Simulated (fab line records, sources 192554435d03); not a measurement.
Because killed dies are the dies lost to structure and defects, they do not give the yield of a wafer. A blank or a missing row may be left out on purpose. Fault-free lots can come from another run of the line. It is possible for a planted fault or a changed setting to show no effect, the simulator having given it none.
fab line records + flow n5-finfet
[record]
- lots = 6
- wafers = 18
- last-day = 17
route steps=1938 shown BEOL_M1@751
lots that met no fault: from a run of the same line without faults
start-h: the number of hours between the record's first day and the start of the first shown wafer of the lot + wait-h: hours from the lot's prior step to this one + " as in the row above + L1.1+2: a single row standing in for several wafers + - value missing, or start not given + * or withheld: withheld + < > ~ a bound
route shown NAME@n: NAME is a module with steps in the file, n the number in the route of the first one + usual: mean and standard deviation over wafers with no fault + same: alike in all rows + chamber/n: place in a boat + sites: per-site readings + _std_site: their standard deviation + _edge_site: outer sites' mean less inner sites' + radius-mm: for every site, how far away it sits from the centre of the wafer + mask NAME#n: copy n + behind: tool/chamber where the wafer was last shaped + hold: what put the lot on hold/how long, in hours/how the hold closed + device: transistor that didn't switch, given as n, p or np + end of line: the same wafers' tests at the end of the route + where a step has no rows: the recipe by itself + killed: dies lost to structure and defects at the first sort, not the wafer's yield + map: shows each die of a wafer: x if killed, . if not, _ if none is there
set.NAME: the run value of the setting; set.NAME@STEP: its run value at that earlier step + model.NAME: the simulator's own value behind a step, which no gauge read
lots seen at some steps along the route; tables by step, rows by wafer
services: a tool's chamber out of use, with start hour (start-h, from the record's first day; less than 0 if before it), hours out, and reason
[[steps]]
[step N5_BEOL_M1_ILD_DEP_00]
[recipe]
- material = SiOC
- target-thk-a = 790
- temp-c = 350
- precursor = DEMS/O2
- pressure-torr = 5
- rf-w = 500
- time-s = 15.3
[usual]
- heater-power-w = 457/44
- rf-fwd-power-W = 493.4/1.6
- showerhead-plenum-p-Torr = 5.691/0.017
- throttle-valve-pct = 11.5/0.35
[same]
- time-s = 15.3
| lot.wafer | tool     | chamber | start-h | wait-h | heater-power-w | rf-fwd-power-W | showerhead-plenum-p-Torr | throttle-valve-pct |
|-----------|----------|---------|---------|--------|----------------|----------------|--------------------------|--------------------|
| L806.1    | pecvd-02 | 2       | 122.98  | 0.0    | 429            | 491.8          | 5.719                    | 11.0               |
| L806.3    | "        | 1       | "       | "      | 371            | 493.1          | 5.683                    | 12.0               |
| L806.5    | "        | 0       | "       | "      | 541            | 493.2          | 5.661                    | 11.8               |
| L814.1    | pecvd-03 | 0       | 166.58  | 0.0    | 423            | 493.8          | 5.706                    | 11.3               |
| L814.2    | "        | 1       | "       | "      | 465            | 491.9          | 5.672                    | 11.4               |
| L814.4    | "        | 1       | "       | "      | 462            | 494.3          | 5.680                    | 11.3               |
| L815.1    | pecvd-01 | 2       | 178.40  | 0.0    | 520            | 493.5          | 5.693                    | 11.0               |
| L815.2    | "        | 1       | "       | "      | 488            | 494.4          | 5.707                    | 11.8               |
| L815.5    | "        | 1       | "       | "      | 488            | 492.3          | 5.691                    | 11.6               |
| L824.2    | pecvd-03 | 2       | 228.08  | 0.0    | 549            | 492.9          | 5.679                    | 11.8               |
| L824.5    | "        | 0       | "       | "      | 429            | 495.3          | 5.724                    | 11.4               |
| L824.6    | "        | 1       | "       | "      | 482            | 493.5          | 5.689                    | 11.3               |
| L828.1    | pecvd-01 | 2       | 249.72  | 0.0    | 463            | 494.4          | 5.689                    | 11.1               |
| L828.3    | "        | 0       | "       | "      | 459            | 493.9          | 5.679                    | 11.7               |
| L828.6    | "        | 0       | "       | "      | 458            | 497.0          | 5.691                    | 11.6               |
| L829.1    | pecvd-03 | 1       | 258.94  | 0.0    | 427            | 491.9          | 5.660                    | 11.4               |
| L829.3    | "        | 0       | "       | "      | 440            | 490.3          | 5.718                    | 11.3               |
| L829.4    | "        | 2       | "       | "      | 541            | 492.6          | 5.698                    | 12.2               |
[step N5_BEOL_M1_THK_MEAS_01]
[recipe]
- reads = SiOC_of_BEOL_M1_ILD_DEP_00
[usual]
- M1_ILD_THK = 79.7/1.1
| lot.wafer | tool          | chamber | start-h | wait-h | M1_ILD_THK[nm] |
|-----------|---------------|---------|---------|--------|----------------|
| L806.1    | film-metro-02 | -       | 123.04  | 0.0    | 78.9           |
| L806.3    | "             | -       | "       | "      | 77.8           |
| L806.5    | "             | -       | "       | "      | 79.4           |
| L814.1    | film-metro-01 | -       | 166.65  | 0.0    | 80.7           |
| L814.2    | "             | -       | "       | "      | 79.2           |
| L814.4    | "             | -       | "       | "      | 80.5           |
| L815.1    | film-metro-01 | -       | 178.46  | 0.0    | 79.3           |
| L815.2    | "             | -       | "       | "      | 79.1           |
| L815.5    | "             | -       | "       | "      | 80.3           |
| L824.2    | film-metro-01 | -       | 228.15  | 0.1    | 80.0           |
| L824.5    | "             | -       | "       | "      | 82.3           |
| L824.6    | "             | -       | "       | "      | 81.4           |
| L828.1    | film-metro-01 | -       | 249.78  | 0.0    | 78.1           |
| L828.3    | "             | -       | "       | "      | 77.4           |
| L828.6    | "             | -       | "       | "      | 79.0           |
| L829.1    | film-metro-01 | -       | 259.01  | 0.0    | 78.3           |
| L829.3    | "             | -       | "       | "      | 80.3           |
| L829.4    | "             | -       | "       | "      | 79.9           |
[step N5_BEOL_M1_PECVD_72]
[recipe]
- material = SiO2
- target-thk-a = 160
- temp-c = 400
- precursor = TEOS/O2
- pressure-torr = 5.5
- rf-w = 450
- teos-flow-sccm = 53.8
- gas = O2
- flow-sccm = 3000
- time-s = 18
[usual]
- heater-power-w = 674/61
- rf-fwd-power-W = 444.5/1.5
- showerhead-plenum-p-Torr = 8.76/0.055
- throttle-valve-pct = 21.6/0.66
[same]
- time-s = 18
| lot.wafer | tool     | chamber | start-h | wait-h | heater-power-w | rf-fwd-power-W | showerhead-plenum-p-Torr | throttle-valve-pct |
|-----------|----------|---------|---------|--------|----------------|----------------|--------------------------|--------------------|
| L806.1    | pecvd-01 | 0       | 123.08  | 0.0    | 670            | 445.9          | 8.77                     | 22.0               |
| L806.3    | "        | 1       | "       | "      | 640            | 444.7          | 8.80                     | 21.8               |
| L806.5    | "        | 1       | "       | "      | 632            | 445.4          | 8.81                     | 21.8               |
| L814.1    | pecvd-01 | 2       | 166.68  | 0.0    | 683            | 442.2          | 8.75                     | 20.8               |
| L814.2    | "        | 1       | "       | "      | 776            | 444.4          | 8.78                     | 21.5               |
| L814.4    | "        | 1       | "       | "      | 766            | 444.2          | 8.79                     | 21.7               |
| L815.1    | pecvd-03 | 2       | 178.50  | 0.0    | 748            | 442.4          | 8.78                     | 22.2               |
| L815.2    | "        | 1       | "       | "      | 586            | 446.3          | 8.68                     | 20.9               |
| L815.5    | "        | 2       | "       | "      | 737            | 442.8          | 8.79                     | 22.4               |
| L824.2    | pecvd-01 | 1       | 228.19  | 0.0    | 739            | 444.7          | 8.79                     | 21.8               |
| L824.5    | "        | 1       | "       | "      | 726            | 445.6          | 8.81                     | 21.8               |
| L824.6    | "        | 0       | "       | "      | 655            | 446.2          | 8.78                     | 22.2               |
| L828.1    | pecvd-02 | 1       | 249.82  | 0.0    | 717            | 444.8          | 8.73                     | 21.9               |
| L828.3    | "        | 0       | "       | "      | 659            | 443.0          | 8.67                     | 22.3               |
| L828.6    | "        | 1       | "       | "      | 715            | 443.8          | 8.74                     | 21.8               |
| L829.1    | pecvd-01 | 0       | 259.05  | 0.0    | 589            | 446.2          | 8.76                     | 22.1               |
| L829.3    | "        | 1       | "       | "      | 664            | 440.5          | 8.79                     | 22.0               |
| L829.4    | "        | 0       | "       | "      | 600            | 444.5          | 8.77                     | 22.4               |
[step N5_BEOL_M1_HM_DEP_02]
[recipe]
- material = TiN
- target-thk-a = 200
- temp-c = 25
- chamber-pressure-pa = 0.49996
[usual]
- substrate-temp-c = 25.00/0.11
- throttle-valve-pct = 29.9/0.93
| lot.wafer | tool           | chamber | start-h | wait-h | substrate-temp-c | throttle-valve-pct |
|-----------|----------------|---------|---------|--------|------------------|--------------------|
| L806.1    | pvd-sputter-03 | -       | 123.72  | 0.6    | 25.16            | 30.1               |
| L806.3    | "              | -       | "       | "      | 24.97            | 28.5               |
| L806.5    | "              | -       | "       | "      | 24.85            | 31.3               |
| L814.1    | pvd-sputter-02 | -       | 168.09  | 1.4    | 25.20            | 30.1               |
| L814.2    | "              | -       | "       | "      | 24.91            | 30.4               |
| L814.4    | "              | -       | "       | "      | 25.04            | 30.2               |
| L815.1    | pvd-sputter-02 | -       | 179.42  | 0.9    | 25.06            | 30.4               |
| L815.2    | "              | -       | "       | "      | 24.89            | 30.6               |
| L815.5    | "              | -       | "       | "      | 24.98            | 30.3               |
| L824.2    | pvd-sputter-03 | -       | 232.02  | 3.8    | 25.10            | 29.7               |
| L824.5    | "              | -       | "       | "      | 25.11            | 29.7               |
| L824.6    | "              | -       | "       | "      | 24.90            | 30.2               |
| L828.1    | pvd-sputter-02 | -       | 249.88  | 0.0    | 25.11            | 30.7               |
| L828.3    | "              | -       | "       | "      | 24.97            | 30.4               |
| L828.6    | "              | -       | "       | "      | 24.96            | 30.4               |
| L829.1    | pvd-sputter-02 | -       | 260.10  | 1.0    | 24.79            | 30.3               |
| L829.3    | "              | -       | "       | "      | 24.89            | 30.0               |
| L829.4    | "              | -       | "       | "      | 24.92            | 30.3               |
[step N5_BEOL_M1_COAT_61]
[recipe]
- resist = SOC
- temp-c = 250
- time-s = 60
- spin-rpm = 1500
- resist-thk-nm = 60
[step N5_BEOL_M1_COAT_62]
[recipe]
- resist = SiARC
- temp-c = 220
- time-s = 60
- spin-rpm = 1500
- resist-thk-nm = 12
[step N5_BEOL_M1_COAT_73]
[recipe]
- resist = underlayer
- temp-c = 205
- time-s = 60
- spin-rpm = 1500
- resist-thk-nm = 5
[step N5_BEOL_M1_COAT_05]
[recipe]
- resist = CAR-EUV
- spin-rpm = 1500
- resist-thk-nm = 30
[step N5_BEOL_M1_EBR_07]
[recipe]
- solvent = PGMEA
- ebr-width-mm = 1.5
[step N5_BEOL_M1_SOFTBAKE_06]
[recipe]
- temp-c = 110
- time-s = 60
- resist = CAR-EUV
[step N5_BEOL_M1_EXPOSE_08]
[recipe]
- mask-id = M1
- na = 0.33
- source-shape = dipole
- sigma-inner = 0.369
- sigma-outer = 0.767
- polarization = unpolarized
- dose-mj = 33
[step N5_BEOL_M1_PEB_09]
[recipe]
- peb-temp-c = 100
- peb-time-s = 60
- resist = CAR-EUV
[step N5_BEOL_M1_DEVELOP_10]
[recipe]
- develop-time-s = 30
- developer = TMAH
- resist = CAR-EUV
- rinse-liquid = surfactant-rinse
- dry = air-spin
- dev-temp-c = 23
[usual]
- chill-plate-temp-C = 23.00/0.097
- develop-time-s = 30/0
| lot.wafer | tool           | chamber | start-h | wait-h | chill-plate-temp-C | develop-time-s | model.CAR-EUV_of_BEOL_M1_COAT_05.thk-nm |
|-----------|----------------|---------|---------|--------|--------------------|----------------|-----------------------------------------|
| L806.1    | litho-track-05 | 0       | 124.05  | -      | 23.09              | 30             | 29.4                                    |
| L806.3    | "              | 0       | "       | "      | 23.11              | 30             | 29.6                                    |
| L806.5    | "              | 0       | "       | "      | 23.10              | 30             | 29.4                                    |
| L814.1    | litho-track-05 | -       | 168.42  | -      | -                  | -              | 30                                      |
| L814.2    | "              | -       | "       | "      | -                  | -              | 30                                      |
| L814.4    | "              | -       | "       | "      | -                  | -              | 30                                      |
| L815.1    | litho-track-03 | -       | 179.88  | -      | -                  | -              | 30                                      |
| L815.2    | "              | -       | "       | "      | -                  | -              | 30                                      |
| L815.5    | "              | -       | "       | "      | -                  | -              | 30                                      |
| L824.2    | litho-track-03 | 0       | 232.35  | -      | 22.92              | 30             | 29.6                                    |
| L824.5    | "              | 0       | "       | "      | 23.04              | 30             | 29.6                                    |
| L824.6    | "              | 0       | "       | "      | 23.16              | 30             | 29.6                                    |
| L828.1    | litho-track-03 | 0       | 250.33  | -      | 23.03              | 30             | 29.6                                    |
| L828.3    | "              | 0       | "       | "      | 23.16              | 30             | 29.6                                    |
| L828.6    | "              | 0       | "       | "      | 23.07              | 30             | 29.4                                    |
| L829.1    | litho-track-05 | 0       | 260.56  | -      | 23.03              | 30             | 29.4                                    |
| L829.3    | "              | 0       | "       | "      | 23.00              | 30             | 29.4                                    |
| L829.4    | "              | 0       | "       | "      | 23.08              | 30             | 29.4                                    |
[step N5_BEOL_M1_CD_MEAS_11]
[recipe]
- target-cd-nm = 17.05
- landing-energy-ev = 500
- detector = se-inlens
- polarity = opening
[usual]
- cd-nm = 17.06/0.24
| lot.wafer | tool      | chamber | start-h | wait-h | cd-nm |
|-----------|-----------|---------|---------|--------|-------|
| L806.1    | cd-sem-02 | 0       | 124.11  | -      | 16.90 |
| L806.3    | "         | 0       | "       | "      | 17.01 |
| L806.5    | "         | 0       | "       | "      | 17.27 |
| L814.1    | cd-sem-03 | 0       | 168.48  | -      | -     |
| L814.2    | "         | 0       | "       | "      | -     |
| L814.4    | "         | 0       | "       | "      | -     |
| L815.1    | cd-sem-02 | 0       | 179.94  | -      | -     |
| L815.2    | "         | 0       | "       | "      | -     |
| L815.5    | "         | 0       | "       | "      | -     |
| L824.2    | cd-sem-02 | 0       | 232.41  | -      | 17.02 |
| L824.5    | "         | 0       | "       | "      | 16.83 |
| L824.6    | "         | 0       | "       | "      | 17.37 |
| L828.1    | cd-sem-01 | 0       | 250.39  | -      | 16.81 |
| L828.3    | "         | 0       | "       | "      | 16.78 |
| L828.6    | "         | 0       | "       | "      | 17.38 |
| L829.1    | cd-sem-02 | 0       | 260.62  | -      | 16.87 |
| L829.3    | "         | 0       | "       | "      | 16.78 |
| L829.4    | "         | 0       | "       | "      | 16.98 |
[[services]]
| tool     | chamber | start-h | hours | kind           |
|----------|---------|---------|-------|----------------|
| pecvd-02 | 2       | 108.86  | 5.5   | scheduled-down |
| pecvd-01 | 2       | 134.20  | 5.5   | scheduled-down |
| pecvd-02 | 1       | 142.59  | 5.0   | scheduled-down |
| pecvd-03 | 1       | 152.33  | 5.4   | repair         |
| pecvd-02 | 2       | 186.72  | 8.7   | repair         |
| pecvd-03 | 0       | 188.29  | 5.5   | scheduled-down |
| pecvd-01 | -       | 191.73  | 2.8   | pm             |
| pecvd-03 | -       | 206.11  | 2.8   | pm             |
| pecvd-02 | 0       | 208.82  | 4.3   | repair         |
| pecvd-01 | -       | 214.00  | 0.6   | repair         |
| pecvd-03 | -       | 246.54  | 6.0   | pm             |
| pecvd-01 | 1       | 250.87  | 5.5   | scheduled-down |
[[key]]
[first-sign]
- step = N5_BEOL_M1_DEVELOP_10
- reading = tool-record
- direction = missing
effect none on later readings
[model-effect]
- step = N5_BEOL_M1_DEVELOP_10
- value = CAR-EUV_of_BEOL_M1_COAT_05.thk-nm
- without = 29.53
- struck = 30
met-at N5_BEOL_M1_DEVELOP_10
struck-wafers L814.1,L814.2,L814.4,L815.1,L815.2,L815.5
later-rows-left-out L814.1,L814.2,L814.4,L815.1,L815.2,L815.5
sort-left-out L814.1,L814.2,L814.4,L815.1,L815.2,L815.5
onset-between 124.05 168.42
[fault]
- kind = skipped-step-whole
- tool = litho-track-03,litho-track-05
- chamber = -
- onset-h = 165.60
- steps = N5_BEOL_M1_DEVELOP_10
- scope = struck-lots-only
// sort-left-out: the simulated sort isn't trusted on such a fault, so these wafers' sort isn't shown, and their yield isn't known
// later-rows-left-out: the simulator's readings of these wafers behind a module that went badly wrong aren't trusted and aren't shown, but for the sort
